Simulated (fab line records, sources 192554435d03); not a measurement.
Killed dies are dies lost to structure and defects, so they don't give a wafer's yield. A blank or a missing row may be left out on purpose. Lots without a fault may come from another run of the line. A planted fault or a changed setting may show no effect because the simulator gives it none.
Chamber matching | flow n5_finfet | N5_BEOL_M11_ETCH_61 on rie_diel-06: 4 sister chambers
The step etches SiARC in CF4, target depth 39 nm, time 65 s. 4 wafers are shown with their chamber, then 10 later ones without.

WAFERS WITH THEIR CHAMBER
wafer  | chamber | showerhead_plenum_p_Torr (Torr)
L079.5 | 0       | 2.13
L081.5 | 1       | 2.22
L085.2 | 3       | 2.16
L085.3 | 2       | 2.12

WAFERS WITHOUT THEIR CHAMBER
wafer  | showerhead_plenum_p_Torr (Torr)
L085.4 | 2.12
L090.3 | 2.21
L090.4 | 2.16
L090.6 | 2.21
L096.1 | 2.21
L096.2 | 2.12
L096.5 | 2.12
L093.2 | 2.21
L093.3 | 2.12
L093.6 | 2.12

WHICH CHAMBER EACH WENT THROUGH
wafer  | from the rows above     | in truth
L085.4 | can't be placed: 2 or 0 | 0
L090.3 | 1                       | 1
L090.4 | 3                       | 3
L090.6 | 1                       | 1
L096.1 | 1                       | 1
L096.2 | can't be placed: 2 or 0 | 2
L096.5 | can't be placed: 2 or 0 | 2
L093.2 | 1                       | 1
L093.3 | can't be placed: 2 or 0 | 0
L093.6 | can't be placed: 2 or 0 | 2
Placed correctly: 5 of 10. Can't be placed from these rows: 5 (the true chamber is among the candidates in 5). Placed wrongly: 0.
How it was worked out, from the rows above alone: a wafer's distance from a chamber is the root of the sum, over the readings, of the square of ((its reading less the chamber's mean) divided by the reading's scatter). The wafer belongs to the nearest chamber; if the next one is less than 2 further off, it can't be placed. A chamber's mean is the mean of its shown wafers. The scatter: with one shown wafer a chamber, the root of the mean of the squares of how far each hidden wafer lies from its nearest shown one.
